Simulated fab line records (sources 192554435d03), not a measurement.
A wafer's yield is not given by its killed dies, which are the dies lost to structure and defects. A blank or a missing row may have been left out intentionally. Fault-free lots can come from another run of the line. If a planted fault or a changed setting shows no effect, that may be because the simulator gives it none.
Lot-split experiment ; flow n5-finfet ; on a route of 1938 steps: 7 lots, 21 wafers read

SPLIT DETAILS
At N5_BEOL_M4_ETCH_70 (etches SOC in N2/H2, target depth 80 nm, overetch 24 nm, time 130 s), the setting bias-w was moved away from the recipe's 150 W on 5 of the 21 wafers read, by -17.7% to +16.1%. For the rest of the wafers, this setting stayed at what the recipe calls for.

Reading taken at the split's own step.

THE READING
rf-vpp-V, in V, at N5_BEOL_M4_ETCH_70 (etches SOC in N2/H2, target depth 80 nm, overetch 24 nm, time 130 s). On this fab line, fault-free wafers typically give 524.0 V with a standard deviation of 2.3 V.

wafer;tool, chamber at the split;bias-w as run, W;against the recipe;rf-vpp-V, V;against lot-mates on the recipe
L074.1;rie-diel-01, 3;150;recipe;528.9;-
L074.4;rie-diel-01, 2;150;recipe;522.9;-
L074.5;rie-diel-01, 1;150;recipe;524.8;-
L080.2;rie-diel-03, 2;150;recipe;520.9;-
L080.4;rie-diel-03, 2;150;recipe;520.5;-
L080.5;rie-diel-03, 1;150;recipe;525.0;-
L081.2;rie-diel-03, 1;174.2;+16.1%;578.5;+52.9
L081.5;rie-diel-03, 3;174.2;+16.1%;575.5;+49.9
L081.6;rie-diel-03, 1;150;recipe;525.6;-
L085.3;rie-diel-01, 2;150;recipe;522.9;-
L085.4;rie-diel-01, 1;141.9;-5.4%;502.0;-20.9
L085.6;rie-diel-01, 2;141.9;-5.4%;506.0;-16.9
L087.1;rie-diel-01, 1;150;recipe;522.1;-
L087.2;rie-diel-01, 2;150;recipe;523.3;-
L087.4;rie-diel-01, 0;150;recipe;524.4;-
L091.1;rie-diel-03, 2;150;recipe;522.3;-
L091.2;rie-diel-03, 3;150;recipe;522.0;-
L091.6;rie-diel-03, 0;150;recipe;522.2;-
L095.2;rie-diel-02, 1;123.4;-17.7%;467.1;-60.2
L095.3;rie-diel-02, 2;150;recipe;525.8;-
L095.6;rie-diel-02, 1;150;recipe;528.9;-

THE FIT
A straight line over all 21 wafers: rf-vpp-V changes by +3.29 V for each +1% of bias-w; r = +0.99; the points scatter about the line by 2.5 V.
The same after taking each lot's own level away (the mean of its wafers on the recipe; 21 wafers): +3.28 V for each +1%; r = +1.00; scatter 1.8 V.
On that fit, the largest move of bias-w shifts the reading by 58 V.
The lots' own levels span 522.13 to 527.35 V, that is 2.3 times the standard deviation above.
So the lot-to-lot level changes the slope little: the two slopes agree.
Check: with one of the wafers moved furthest among these (-17.7%) left out of the fit, the line predicts -57.4 V for it against its lot-mates. Against them it came out at -60.2 V.
Tool readings at the split's step, against how far the setting was moved: rf-vpp-V r = +0.99.

THESE WAFERS: OTHER SPLITS
Before the reading, these wafers also passed through other splits. Each is held against what the fit with the lots' levels taken away leaves over:
other split on the same wafers;wafers away from the commonest value;r with rf-vpp-V (lot level and that fit taken away)
N5_BEOL_M4_DESCUM_16 time-s;7;-0.23
N5_BEOL_M4_EXPOSE_25 dose-mj;7;+0.02

THE WHOLE CHAIN: every reading that the file lists as answering this split, in the file's order
step;what it does;reading;change (the file's fit);r (the file's)
N5_BEOL_M4_ETCH_70;etches SOC in N2/H2, target depth 80 nm, overetch 24 nm, time 130 s;rf-vpp-V;+3.31 V for each +1% of the setting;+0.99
N5_BEOL_M4_ETCH_70;etches SOC in N2/H2, target depth 80 nm, overetch 24 nm, time 130 s;SiARC_of_BEOL_M4_COAT_68.thk-nm (the simulator's own value, which no gauge read);-0.0732 nm for each +1% of the setting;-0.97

THE FILE'S OWN FIT
rf-vpp-V changes by +3.31 V for each +1% of bias-w, r = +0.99.
